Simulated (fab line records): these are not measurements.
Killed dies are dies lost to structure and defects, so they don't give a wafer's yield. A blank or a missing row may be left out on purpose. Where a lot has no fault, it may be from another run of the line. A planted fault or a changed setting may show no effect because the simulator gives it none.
fab line records	flow nand_harc
[record] lots = 24	wafers = 72	last_day = 24
route steps=1159 shown A_CONTACT@910 A_M0@1011
lots that met no fault: taken from a fault-free run of the same line
start_h: hours from the record's first day to the start of the lot's first wafer shown	wait_h: how many hours have passed since the lot's step before this one	" identical to the entry in the row above	L1.1+2: a single row standing in for several wafers	- no value, or no start was given	* or withheld: withheld	< > ~ a bound
route shown NAME@n: names a module that has steps shown in the file, with the first one's number in the route	usual: mean and standard deviation over wafers with no fault	same: alike in all rows	chamber/n: place in a boat	sites: readings site by site	_std_site: standard deviation across them	_edge_site: mean of outer sites minus mean of inner sites	radius_mm: how far each site lies from the wafer's centre	mask NAME#n: copy n	behind: the last tool/chamber to shape the wafer	hold: why the lot went on hold/how many hours it stayed there/how the hold came to an end	device: the transistor (n, p or np) that didn't switch	end of line: at the end of the route, the tests of the same wafers	a step with no rows: only its recipe	killed: count of dies lost to structure and defects at first sort (not the wafer's yield)	map: the dies of a wafer, with x for killed, . for not killed, _ for no die there
set.NAME: the setting as run; set.NAME@STEP: as run at that earlier step	model.NAME: the simulator's own value behind a step, which no gauge read
a sample of lots followed through the steps of the route, with each step as a table and each wafer as a row
services: a tool's chamber out of use, with start hour (start_h, from the record's first day; less than 0 if before it), hours out, and reason
[[steps]]
[step NHARC_A_CONTACT_ETCH_130]
[recipe] source_w = withheld	pressure_mtorr = 20	bias_v = 1200	time_s = 155	target_depth_a = 9560	ar_flow_sccm = withheld	c4f8_flow_sccm = withheld	o2_flow_sccm = withheld	chemistry = C4F8/O2/Ar
[same] time_s = 155
lot.wafer	tool	chamber	start_h	wait_h	rf_hours_counter_h
L074.1	har_cap_etch-01	0	372.05	0.1	56
L074.5	"	1	"	"	-
L074.6	"	0	"	"	-
L077.1	har_cap_etch-01	0	385.27	0.1	60
L077.5	"	1	"	"	-
L077.6	"	0	"	"	-
L075.1	har_cap_etch-02	0	385.87	0.1	11
L075.2	"	1	"	"	11
L075.4	"	1	"	"	-
L079.2	har_cap_etch-03	0	388.81	0.1	87
L079.1	"	1	"	"	87
L079.3	"	0	"	"	-
L078.1	har_cap_etch-01	1	389.46	0.1	62
L078.2	"	0	"	"	62
L078.6	"	1	"	"	-
L076.2	har_cap_etch-02	0	391.77	0.1	13
L076.4	"	0	"	"	-
L076.6	"	0	"	"	-
L080.2	har_cap_etch-03	0	417.76	0.1	90
L080.5	"	0	"	"	-
L080.6	"	1	"	"	-
L082.1	har_cap_etch-02	0	426.58	0.1	17
L082.3	"	1	"	"	-
L082.6	"	0	"	"	-
L081.1	har_cap_etch-01	1	429.53	0.1	66
L081.6	"	0	"	"	-
L081.5	"	1	"	"	-
L083.4	har_cap_etch-01	1	433.82	0.1	-
L083.5	"	1	"	"	-
L083.6	"	0	"	"	-
L086.2	har_cap_etch-03	0	442.70	0.1	94
L086.6	"	1	"	"	-
L086.5	"	0	"	"	-
L084.1	har_cap_etch-02	1	443.69	0.1	20
L084.4	"	1	"	"	-
L084.6	"	1	"	"	-
L085.2	har_cap_etch-03	0	446.35	0.1	95
L085.4	"	1	"	"	-
L085.6	"	1	"	"	-
L089.4	har_cap_etch-02	1	470.88	0.1	-
L089.3	"	0	"	"	-
L089.6	"	1	"	"	-
L087.1	har_cap_etch-03	1	471.09	0.1	99
L087.4	"	0	"	"	-
L087.6	"	0	"	"	-
L091.1	har_cap_etch-02	0	474.53	0.1	25
L091.3	"	1	"	"	-
L091.6	"	0	"	"	-
L090.1	har_cap_etch-03	0	476.29	0.1	100
L090.6	"	0	"	"	-
L090.5	"	1	"	"	-
L088.3	har_cap_etch-02	1	481.55	0.1	-
L088.4	"	0	"	"	-
L088.5	"	0	"	"	-
L093.1	har_cap_etch-02	1	486.56	0.1	29
L093.2	"	0	"	"	29
L093.4	"	0	"	"	-
L095.1	har_cap_etch-03	1	488.74	0.1	103
L095.5	"	1	"	"	-
L095.6	"	0	"	"	-
L094.2	har_cap_etch-01	0	494.36	0.1	78
L094.3	"	1	"	"	-
L094.6	"	1	"	"	-
L092.1	har_cap_etch-03	1	506.16	0.1	106
L092.5	"	0	"	"	-
L092.6	"	1	"	"	-
L097.3	har_cap_etch-03	0	511.41	0.1	-
L097.5	"	1	"	"	-
L097.6	"	0	"	"	-
L096.4	har_cap_etch-02	1	513.35	0.1	-
L096.3	"	0	"	"	-
L096.6	"	1	"	"	-
[step NHARC_A_CONTACT_ETCH_138]
[recipe] source_w = withheld	pressure_mtorr = 20	bias_v = 3000	time_s = 132	target_depth_a = 12890	ar_flow_sccm = withheld	c4f8_flow_sccm = withheld	o2_flow_sccm = withheld	chemistry = C4F8/O2/Ar
[same] time_s = 132
lot.wafer	tool	chamber	start_h	wait_h	rf_hours_counter_h
L074.1	har_cap_etch-02	0	378.90	0.1	10
L074.6	"	0	"	"	-
L074.5	"	1	"	"	-
L077.1	har_cap_etch-03	0	392.52	0.1	88
L077.5	"	0	"	"	-
L077.6	"	1	"	"	-
L075.2	har_cap_etch-01	1	392.69	0.1	63
L075.1	"	0	"	"	63
L075.4	"	0	"	"	-
L079.1	har_cap_etch-02	1	394.57	0.1	14
L079.2	"	0	"	"	14
L079.3	"	0	"	"	-
L078.2	har_cap_etch-03	0	395.47	0.1	89
L078.1	"	1	"	"	89
L078.6	"	1	"	"	-
L076.2	har_cap_etch-01	1	397.62	0.1	63
L076.4	"	0	"	"	-
L076.6	"	1	"	"	-
L080.2	har_cap_etch-01	1	424.37	0.1	65
L080.6	"	1	"	"	-
L080.5	"	0	"	"	-
L082.1	har_cap_etch-03	1	435.22	0.1	93
L082.3	"	1	"	"	-
L082.6	"	1	"	"	-
L081.1	har_cap_etch-02	1	438.42	0.1	19
L081.5	"	0	"	"	-
L081.6	"	1	"	"	-
L083.4	har_cap_etch-01	1	443.35	0.1	-
L083.5	"	1	"	"	-
L083.6	"	0	"	"	-
L086.2	har_cap_etch-01	1	448.71	0.1	70
L086.5	"	0	"	"	-
L086.6	"	1	"	"	-
L084.1	har_cap_etch-02	0	450.33	0.1	21
L084.4	"	1	"	"	-
L084.6	"	1	"	"	-
L085.2	har_cap_etch-03	1	454.37	0.1	96
L085.4	"	0	"	"	-
L085.6	"	1	"	"	-
L089.3	har_cap_etch-03	0	479.61	0.1	-
L089.4	"	1	"	"	-
L089.6	"	0	"	"	-
L087.1	har_cap_etch-01	0	480.80	0.1	76
L087.4	"	0	"	"	-
L087.6	"	0	"	"	-
L091.1	har_cap_etch-01	0	483.89	0.1	77
L091.3	"	0	"	"	-
L091.6	"	1	"	"	-
L090.1	har_cap_etch-01	0	487.11	0.1	77
L090.6	"	0	"	"	-
L090.5	"	1	"	"	-
L088.3	har_cap_etch-02	1	490.89	0.1	-
L088.4	"	0	"	"	-
L088.5	"	1	"	"	-
L095.1	har_cap_etch-03	0	495.96	0.1	104
L095.5	"	1	"	"	-
L095.6	"	0	"	"	-
L093.2	har_cap_etch-02	0	496.41	0.1	31
L093.1	"	1	"	"	31
L093.4	"	1	"	"	-
L094.2	har_cap_etch-03	0	500.24	0.1	105
L094.3	"	1	"	"	-
L094.6	"	1	"	"	-
L092.1	har_cap_etch-01	1	512.94	0.1	83
L092.6	"	0	"	"	-
L092.5	"	1	"	"	-
L097.3	har_cap_etch-02	1	517.27	0.1	-
L097.6	"	1	"	"	-
L097.5	"	0	"	"	-
L096.4	har_cap_etch-03	0	520.07	0.1	-
L096.3	"	1	"	"	-
L096.6	"	1	"	"	-
[step NHARC_A_CONTACT_CD_MEAS_15]
[usual] cd_nm = 90.0/0.43
lot.wafer	tool	chamber	start_h	wait_h	cd_nm
L074.1	cd_sem-02	-	379.64	-	89.7
L074.5	"	-	"	"	89.8
L074.6	"	-	"	"	89.8
L077.1	cd_sem-03	-	393.26	-	90.9
L077.5	"	-	"	"	91.0
L077.6	"	-	"	"	90.4
L075.1	cd_sem-01	-	393.47	-	90.3
L075.2	"	-	"	"	90.3
L075.4	"	-	"	"	90.0
L079.1	cd_sem-02	-	395.32	-	89.8
L079.2	"	-	"	"	90.2
L079.3	"	-	"	"	90.5
L078.1	cd_sem-01	-	396.21	-	90.0
L078.2	"	-	"	"	90.0
L078.6	"	-	"	"	89.2
L076.2	cd_sem-01	-	398.36	-	89.6
L076.4	"	-	"	"	90.0
L076.6	"	-	"	"	89.8
L080.2	cd_sem-01	-	425.13	-	90.0
L080.5	"	-	"	"	89.9
L080.6	"	-	"	"	89.9
L082.1	cd_sem-02	-	435.94	-	89.8
L082.3	"	-	"	"	90.5
L082.6	"	-	"	"	90.2
L081.1	cd_sem-01	-	439.15	-	90.2
L081.5	"	-	"	"	89.8
L081.6	"	-	"	"	90.7
L083.4	cd_sem-03	-	444.11	-	91.2
L083.5	"	-	"	"	90.8
L083.6	"	-	"	"	90.8
L086.2	cd_sem-03	-	449.43	-	90.2
L086.5	"	-	"	"	89.9
L086.6	"	-	"	"	90.6
L084.1	cd_sem-01	-	451.07	-	89.7
L084.4	"	-	"	"	89.7
L084.6	"	-	"	"	90.0
L085.2	cd_sem-03	-	455.11	-	89.8
L085.4	"	-	"	"	89.9
L085.6	"	-	"	"	90.0
L089.3	cd_sem-02	-	480.51	-	89.1
L089.4	"	-	"	"	89.4
L089.6	"	-	"	"	89.1
L087.1	cd_sem-03	-	481.58	-	89.8
L087.4	"	-	"	"	90.1
L087.6	"	-	"	"	90.1
L091.1	cd_sem-02	-	484.65	-	90.0
L091.3	"	-	"	"	90.4
L091.6	"	-	"	"	90.1
L090.1	cd_sem-03	-	488.05	-	90.6
L090.5	"	-	"	"	90.9
L090.6	"	-	"	"	90.4
L088.3	cd_sem-01	-	491.60	-	90.1
L088.4	"	-	"	"	89.8
L088.5	"	-	"	"	89.4
L095.1	cd_sem-01	-	496.68	-	90.6
L095.5	"	-	"	"	90.0
L095.6	"	-	"	"	90.6
L093.1	cd_sem-01	-	497.26	-	90.2
L093.2	"	-	"	"	89.6
L093.4	"	-	"	"	89.9
L094.2	cd_sem-03	-	500.98	-	89.3
L094.3	"	-	"	"	89.8
L094.6	"	-	"	"	89.0
L092.1	cd_sem-02	-	513.66	-	89.4
L092.5	"	-	"	"	89.4
L092.6	"	-	"	"	89.3
L097.3	cd_sem-02	-	517.98	-	90.3
L097.5	"	-	"	"	90.3
L097.6	"	-	"	"	90.4
L096.3	cd_sem-01	-	521.33	-	90.3
L096.4	"	-	"	"	90.0
L096.6	"	-	"	"	89.9
[step NHARC_A_CONTACT_CVD_19]
[recipe] target_thk_a = 3000	temp_c = 300	pressure_torr = 40	wf6_flow_sccm = 40	h2_flow_sccm = 1600	ar_flow_sccm = 1560	time_s = 802	material = W
[usual] heater_power_w = 487/24	throttle_valve_pct = 7.88/0.28
[same] time_s = 802
lot.wafer	tool	chamber	start_h	wait_h	heater_power_w	throttle_valve_pct
L074.1	cvd_w-01	1	-	-	490	8.00
L074.6	"	1	"	"	495	7.73
L074.5	"	0	"	"	476	7.71
L077.1	cvd_w-02	1	-	-	519	8.38
L077.6	"	0	"	"	452	7.60
L077.5	"	1	"	"	518	7.73
L075.2	cvd_w-01	1	-	-	484	8.16
L075.1	"	0	"	"	482	7.29
L075.4	"	0	"	"	482	7.47
L079.2	cvd_w-02	0	-	-	450	7.84
L079.1	"	1	"	"	505	8.13
L079.3	"	0	"	"	446	7.64
L078.1	cvd_w-02	0	-	-	451	7.76
L078.2	"	1	"	"	518	8.04
L078.6	"	0	"	"	440	7.63
L076.2	cvd_w-01	0	-	-	480	7.53
L076.4	"	1	"	"	487	8.07
L076.6	"	1	"	"	497	7.79
L080.2	cvd_w-01	0	-	-	474	7.48
L080.5	"	1	"	"	484	8.02
L080.6	"	0	"	"	464	7.75
L082.1	cvd_w-02	0	-	-	445	7.45
L082.3	"	0	"	"	449	7.72
L082.6	"	0	"	"	457	7.77
L081.1	cvd_w-01	1	-	-	493	7.86
L081.6	"	0	"	"	475	7.51
L081.5	"	1	"	"	505	8.24
L083.4	cvd_w-01	0	-	-	480	7.61
L083.6	"	1	"	"	498	7.98
L083.5	"	0	"	"	481	7.52
L086.2	cvd_w-01	0	-	-	493	7.45
L086.6	"	0	"	"	478	7.65
L086.5	"	1	"	"	505	8.04
L084.1	cvd_w-01	0	-	-	475	7.63
L084.4	"	0	"	"	478	7.56
L084.6	"	1	"	"	483	7.94
L085.2	cvd_w-01	1	-	-	502	8.03
L085.4	"	1	"	"	487	8.12
L085.6	"	1	"	"	492	7.89
L089.4	cvd_w-02	0	-	-	463	7.55
L089.3	"	1	"	"	512	8.45
L089.6	"	0	"	"	452	7.68
L087.1	cvd_w-02	1	-	-	513	8.42
L087.4	"	1	"	"	510	8.13
L087.6	"	1	"	"	503	8.10
L091.1	cvd_w-01	0	-	-	479	7.50
L091.3	"	1	"	"	498	8.13
L091.6	"	1	"	"	504	8.06
L090.1	cvd_w-01	0	-	-	485	7.70
L090.6	"	0	"	"	472	7.90
L090.5	"	1	"	"	508	8.20
L088.4	cvd_w-01	0	-	-	484	7.72
L088.3	"	1	"	"	498	8.29
L088.5	"	0	"	"	474	7.74
L095.1	cvd_w-01	1	-	-	505	8.31
L095.5	"	1	"	"	508	8.14
L095.6	"	0	"	"	472	7.77
L093.2	cvd_w-02	0	-	-	463	7.75
L093.1	"	1	"	"	523	8.36
L093.4	"	0	"	"	457	7.83
L094.2	cvd_w-01	1	-	-	498	7.99
L094.3	"	0	"	"	482	7.59
L094.6	"	0	"	"	478	7.82
L092.1	cvd_w-02	0	-	-	456	7.80
L092.5	"	0	"	"	456	7.69
L092.6	"	1	"	"	515	8.11
L097.3	cvd_w-02	0	-	-	451	7.77
L097.6	"	0	"	"	462	7.98
L097.5	"	1	"	"	536	8.13
L096.4	cvd_w-02	1	-	-	524	8.42
L096.3	"	0	"	"	446	7.74
L096.6	"	0	"	"	459	7.70
[step NHARC_A_M0_STRIP_18]
[recipe] power_w = 1000	n2_flow_sccm = 150	h2_flow_sccm = 150	ar_flow_sccm = 0	bias_w = 0	chemistry = N2/H2
[usual] drypump_motor_current_A = 5.7/0.59	n2_flow_sccm = 150.0/0.42	oes_product_au = 0.997/0.0071	power_w = 1000.4/2.7	rf_vpp_V = 90.5/0.96	showerhead_plenum_p_Torr = 2.01/0.094	throttle_valve_pct = 14.171/0.0081
lot.wafer	tool	chamber	start_h	wait_h	drypump_motor_current_A	n2_flow_sccm	oes_product_au	power_w	rf_hours_counter_h	rf_vpp_V	showerhead_plenum_p_Torr	throttle_valve_pct
L074.1	rie_diel-04	0	393.82	0.2	5.7	150.2	0.996	999.4	5.4	91.4	2.20	14.170
L074.6	"	1	"	"	5.3	150.2	0.980	1001.9	-	91.8	2.14	14.166
L074.5	"	2	"	"	6.4	149.3	0.999	1002.4	-	91.1	2.01	14.171
L077.1	rie_diel-04	0	403.68	0.1	5.7	149.2	0.991	1005.1	6.0	91.1	2.20	14.172
L077.5	"	3	"	"	6.5	149.8	0.998	1004.3	-	88.9	1.96	14.166
L077.6	"	0	"	"	5.8	150.0	0.995	996.6	-	91.8	2.20	14.171
L075.2	rie_diel-11	0	404.77	0.1	6.1	149.3	0.997	1000.3	2.2	90.1	2.04	14.177
L075.1	"	2	"	"	6.2	150.0	1.003	1006.3	2.8	89.8	1.90	14.155
L075.4	"	3	"	"	4.8	150.1	1.000	1004.0	-	91.4	1.91	14.174
L079.3	rie_diel-04	2	406.27	0.1	6.4	148.9	1.004	1001.6	6.7	89.5	2.01	14.175
L079.1	"	3	"	"	6.4	149.8	1.005	1004.4	6.4	89.8	1.96	14.178
L079.2	"	1	"	"	5.3	149.8	0.987	994.9	7.2	92.3	2.14	14.176
L078.2	rie_diel-11	2	409.54	0.1	6.2	149.8	1.007	1004.4	3.3	90.3	1.90	14.172
L078.1	"	3	"	"	4.8	150.4	0.998	1002.9	3.5	90.2	1.91	14.180
L078.6	"	1	"	"	4.7	150.2	0.996	1000.5	-	90.9	1.95	14.177
L076.4	rie_diel-11	1	411.11	0.1	4.7	149.1	1.000	1001.3	1.9	90.4	1.95	14.162
L076.2	"	2	"	"	6.2	150.3	0.991	995.3	3.4	90.1	1.90	14.165
L076.6	"	2	"	"	6.2	150.1	0.999	1002.8	-	90.8	1.90	14.175
L080.2	rie_diel-11	0	433.72	0.1	6.0	149.3	0.990	997.8	4.8	90.6	2.03	14.177
L080.6	"	3	"	"	4.8	150.4	1.002	1001.4	-	89.1	1.91	14.157
L080.5	"	0	"	"	6.0	149.4	0.992	1001.8	-	90.9	2.03	14.163
L082.3	rie_diel-07	0	443.59	0.1	6.0	149.7	1.002	996.3	2.7	90.2	1.95	14.167
L082.1	"	2	"	"	5.6	150.1	0.993	997.4	2.5	90.8	1.99	14.173
L082.6	"	0	"	"	6.0	150.0	1.015	996.3	-	90.0	1.95	14.161
L081.1	rie_diel-07	1	446.69	0.1	5.2	149.7	1.005	1000.1	2.6	90.5	1.96	14.155
L081.6	"	0	"	"	6.0	149.9	1.001	1000.3	-	91.7	1.95	14.171
L081.5	"	1	"	"	5.2	149.7	0.992	1001.8	-	90.7	1.96	14.173
L083.4	rie_diel-11	1	456.72	0.1	4.7	149.9	0.993	1000.1	5.5	90.5	1.95	14.179
L083.5	"	3	"	"	4.8	150.5	0.986	1003.8	-	89.2	1.91	14.179
L083.6	"	0	"	"	6.1	150.0	0.994	999.6	-	89.1	2.03	14.180
L086.2	rie_diel-04	2	463.73	0.1	6.4	150.1	0.995	1003.9	12.6	91.4	2.00	14.178
L086.5	"	0	"	"	5.7	149.8	0.997	997.9	-	91.4	2.19	14.162
L086.6	"	1	"	"	5.3	150.8	0.998	1002.5	-	91.4	2.14	14.177
L084.1	rie_diel-07	3	466.80	0.1	5.2	150.1	0.996	995.2	3.7	90.3	2.17	14.163
L084.4	"	0	"	"	6.0	150.2	1.001	1000.3	3.6	89.6	1.95	14.173
L084.6	"	0	"	"	6.0	150.6	1.004	993.7	-	91.5	1.95	14.178
L085.4	rie_diel-11	0	467.27	0.1	6.1	150.3	0.998	998.6	7.5	89.8	2.03	14.179
L085.2	"	1	"	"	4.7	149.3	1.007	995.9	6.8	90.9	1.95	14.175
L085.6	"	0	"	"	6.1	150.3	0.991	993.6	-	90.8	2.03	14.174
L089.4	rie_diel-04	1	493.13	0.1	5.3	150.4	0.984	999.5	0.9	89.0	2.14	14.173
L089.3	"	2	"	"	6.4	150.0	0.985	998.6	1.0	88.6	2.00	14.186
L089.6	"	1	"	"	5.3	150.0	0.996	1000.0	-	92.0	2.14	14.183
L087.1	rie_diel-07	0	493.59	0.1	6.0	150.4	0.994	1000.7	5.3	90.1	1.95	14.182
L087.4	"	1	"	"	5.2	150.8	0.995	1003.4	5.7	90.3	1.96	14.183
L087.6	"	0	"	"	6.0	149.1	1.003	1000.6	-	91.1	1.95	14.165
L091.3	rie_diel-11	3	495.13	0.1	4.8	150.0	0.984	999.2	9.7	88.8	1.91	14.166
L091.1	"	0	"	"	6.1	150.4	0.996	1004.7	8.8	90.4	2.03	14.163
L091.6	"	2	"	"	6.2	150.4	0.992	999.9	-	88.8	1.90	14.163
L090.1	rie_diel-04	0	499.89	0.1	5.7	150.1	0.995	998.8	1.9	91.6	2.19	14.182
L090.6	"	3	"	"	6.5	150.6	0.998	1001.3	-	89.3	1.95	14.184
L090.5	"	0	"	"	5.7	149.8	1.000	996.7	-	91.0	2.19	14.167
L088.3	rie_diel-11	2	500.32	0.1	6.2	150.1	0.995	1002.1	9.7	90.8	1.90	14.173
L088.4	"	3	"	"	4.9	149.9	0.994	999.5	9.9	90.0	1.91	14.173
L088.5	"	0	"	"	6.0	150.6	0.990	997.7	-	90.7	2.03	14.174
L095.1	rie_diel-07	0	509.48	0.1	6.0	149.8	0.996	998.9	5.5	91.6	1.95	14.172
L095.6	"	2	"	"	5.6	149.6	1.000	999.7	-	89.1	1.99	14.161
L095.5	"	3	"	"	5.2	150.2	0.985	1001.4	-	91.6	2.17	14.170
L093.1	rie_diel-07	0	510.01	0.1	6.0	150.5	1.003	1000.9	5.6	90.3	1.95	14.176
L093.4	"	1	"	"	5.2	150.0	1.009	997.5	6.0	91.7	1.96	14.175
L093.2	"	2	"	"	5.5	150.0	1.001	1002.4	6.4	89.8	1.99	14.174
L094.2	rie_diel-07	2	510.49	0.1	5.6	150.3	0.996	997.6	6.5	90.1	1.99	14.172
L094.3	"	3	"	"	5.2	150.1	1.004	1005.5	5.8	91.3	2.17	14.171
L094.6	"	0	"	"	5.9	150.2	0.997	1001.3	-	89.7	1.95	14.173
L092.1	rie_diel-07	2	521.22	0.1	5.5	150.1	0.991	1002.3	6.7	88.8	1.99	14.154
L092.5	"	1	"	"	5.2	150.2	1.007	996.3	-	91.7	1.96	14.169
L092.6	"	2	"	"	5.5	149.9	0.993	995.1	-	90.1	1.99	14.159
L097.3	rie_diel-04	2	527.01	0.2	6.4	150.3	0.995	998.8	-	91.0	2.00	14.163
L097.5	"	2	"	"	6.4	149.8	0.995	996.3	-	89.7	2.00	14.160
L097.6	"	3	"	"	6.5	149.3	1.004	997.8	-	88.5	1.95	14.173
L096.4	rie_diel-04	0	536.21	0.1	5.7	149.7	1.005	999.5	4.8	91.3	2.19	14.169
L096.3	"	1	"	"	5.3	150.2	1.004	1000.5	4.0	90.0	2.13	14.176
L096.6	"	1	"	"	5.3	150.7	1.007	1001.4	-	89.5	2.13	14.163
[step NHARC_A_M0_THK_MEAS_24]
[recipe] thk_meas_gauge = xrf
[usual] thk_nm = 114.0/1.6
lot.wafer	tool	chamber	start_h	wait_h	thk_nm
L074.1	film_metro-02	-	395.78	-	113.0
L074.5	"	-	"	"	114.4
L074.6	"	-	"	"	114.6
L077.1	film_metro-01	-	405.69	-	113.4
L077.5	"	-	"	"	115.5
L077.6	"	-	"	"	112.4
L075.1	film_metro-02	-	406.88	-	108.9
L075.2	"	-	"	"	111.1
L075.4	"	-	"	"	114.3
L079.1	film_metro-02	-	408.24	-	114.5
L079.2	"	-	"	"	116.0
L079.3	"	-	"	"	114.2
L078.1	film_metro-02	-	411.51	-	114.2
L078.2	"	-	"	"	115.9
L078.6	"	-	"	"	114.7
L076.2	film_metro-02	-	413.05	-	111.8
L076.4	"	-	"	"	113.4
L076.6	"	-	"	"	114.7
L080.2	film_metro-01	-	435.93	-	114.3
L080.5	"	-	"	"	114.0
L080.6	"	-	"	"	113.1
L082.1	film_metro-01	-	445.72	-	113.5
L082.3	"	-	"	"	113.0
L082.6	"	-	"	"	113.5
L081.1	film_metro-01	-	448.62	-	114.6
L081.5	"	-	"	"	114.8
L081.6	"	-	"	"	114.5
L083.4	film_metro-02	-	458.75	-	116.8
L083.5	"	-	"	"	116.9
L083.6	"	-	"	"	115.6
L086.2	film_metro-02	-	465.64	-	112.9
L086.5	"	-	"	"	114.2
L086.6	"	-	"	"	113.0
L084.1	film_metro-01	-	468.75	-	115.6
L084.4	"	-	"	"	115.3
L084.6	"	-	"	"	115.1
L085.2	film_metro-02	-	469.19	-	112.7
L085.4	"	-	"	"	113.6
L085.6	"	-	"	"	114.0
L089.3	film_metro-01	-	495.06	-	115.6
L089.4	"	-	"	"	113.4
L089.6	"	-	"	"	114.3
L087.1	film_metro-01	-	495.50	-	115.4
L087.4	"	-	"	"	112.8
L087.6	"	-	"	"	113.2
L091.1	film_metro-02	-	497.04	-	113.6
L091.3	"	-	"	"	112.4
L091.6	"	-	"	"	112.9
L090.1	film_metro-01	-	501.81	-	115.4
L090.5	"	-	"	"	116.1
L090.6	"	-	"	"	114.8
L088.3	film_metro-01	-	502.21	-	115.6
L088.4	"	-	"	"	115.5
L088.5	"	-	"	"	116.8
L095.1	film_metro-02	-	511.54	-	114.9
L095.5	"	-	"	"	114.2
L095.6	"	-	"	"	111.9
L093.1	film_metro-01	-	511.95	-	114.7
L093.2	"	-	"	"	114.4
L093.4	"	-	"	"	113.8
L094.2	film_metro-01	-	512.40	-	111.8
L094.3	"	-	"	"	111.6
L094.6	"	-	"	"	114.0
L092.1	film_metro-01	-	523.22	-	115.2
L092.5	"	-	"	"	111.9
L092.6	"	-	"	"	113.9
L097.3	film_metro-02	-	529.01	-	116.3
L097.5	"	-	"	"	112.7
L097.6	"	-	"	"	112.8
L096.3	film_metro-02	-	538.14	-	112.7
L096.4	"	-	"	"	115.3
L096.6	"	-	"	"	114.7
[[services]]
tool	chamber	start_h	hours	kind
rie_diel-04	0	348.37	4.5	repair
rie_diel-04	0	355.69	7.8	repair
rie_diel-04	1	363.50	2.4	repair
rie_diel-11	-	366.50	9.0	pm
cvd_w-02	-	377.20	13.0	pm
cvd_w-02	0	377.20	13.0	vent_cycle
cvd_w-02	1	377.20	13.0	vent_cycle
rie_diel-04	0	389.82	3.0	repair
rie_diel-11	2	393.55	4.1	repair
rie_diel-11	1	396.35	8.9	repair
rie_diel-07	-	405.58	9.0	pm
rie_diel-04	1	437.70	15.6	repair
rie_diel-07	1	448.00	10.0	repair
rie_diel-04	-	465.90	9.0	pm
rie_diel-11	0	468.15	14.7	repair
cvd_w-01	-	473.60	13.0	pm
cvd_w-01	0	473.60	13.0	vent_cycle
cvd_w-01	1	473.60	13.0	vent_cycle
rie_diel-11	2	486.28	1.2	repair
cvd_w-01	0	486.60	-	clean
cvd_w-01	1	486.60	-	clean
rie_diel-11	1	497.02	2.7	repair
rie_diel-04	1	514.64	13.2	repair
rie_diel-04	0	519.76	8.3	repair
[[key]]
fault none
